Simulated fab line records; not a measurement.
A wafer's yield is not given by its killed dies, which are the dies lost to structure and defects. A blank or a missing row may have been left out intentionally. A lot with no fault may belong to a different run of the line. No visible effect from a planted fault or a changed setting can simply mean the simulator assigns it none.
Matching of chambers | flow n5_finfet | N5_BEOL_M2_ALD_98 on ald_sin-03: 4 sister chambers
The step deposits SiO2, target thk 2.5 nm, pulse time 1 s, co reactant pulse time 1 s. 4 wafers are shown with their chamber, then 12 later ones without.

## WAFERS WITH THEIR CHAMBER
wafer  | chamber | heater_power_w (W)
L083.4 | 2       | 79
L085.1 | 1       | 82
L085.2 | 0       | 73
L085.3 | 3       | 90

## WAFERS WITH NO CHAMBER GIVEN
wafer  | heater_power_w (W)
L085.4 | 81
L085.5 | 89
L085.6 | 79
L087.1 | 78
L087.4 | 89
L087.5 | 81
L089.1 | 74
L089.2 | 92
L089.3 | 83
L089.4 | 78
L089.5 | 85
L089.6 | 78

## EACH ONE'S CHAMBER
wafer  | from the rows above     | in truth
L085.4 | can't be placed: 1 or 2 | 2
L085.5 | 3                       | 3
L085.6 | 2                       | 2
L087.1 | 2                       | 2
L087.4 | 3                       | 3
L087.5 | can't be placed: 1 or 2 | 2
L089.1 | 0                       | 0
L089.2 | 3                       | 3
L089.3 | 1                       | 1
L089.4 | 2                       | 2
L089.5 | can't be placed: 1 or 3 | 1
L089.6 | 2                       | 2
Correctly placed: 9 of 12. Unplaceable from these rows: 3, with the true chamber sitting among the candidates in 3. 0 placed wrongly.
How it was worked out, from the rows above alone: a wafer's distance from a chamber is the root of the sum, over the readings, of the square of ((its reading less the chamber's mean) divided by the reading's scatter). If the next closest chamber is less than 2 further off than the closest, the wafer can't be placed; otherwise it belongs to the closest. The mean given for a chamber averages the wafers shown for that chamber. The scatter (one wafer shown for each chamber): square how far every hidden wafer sits from the nearest shown wafer, average those squares and take the square root.
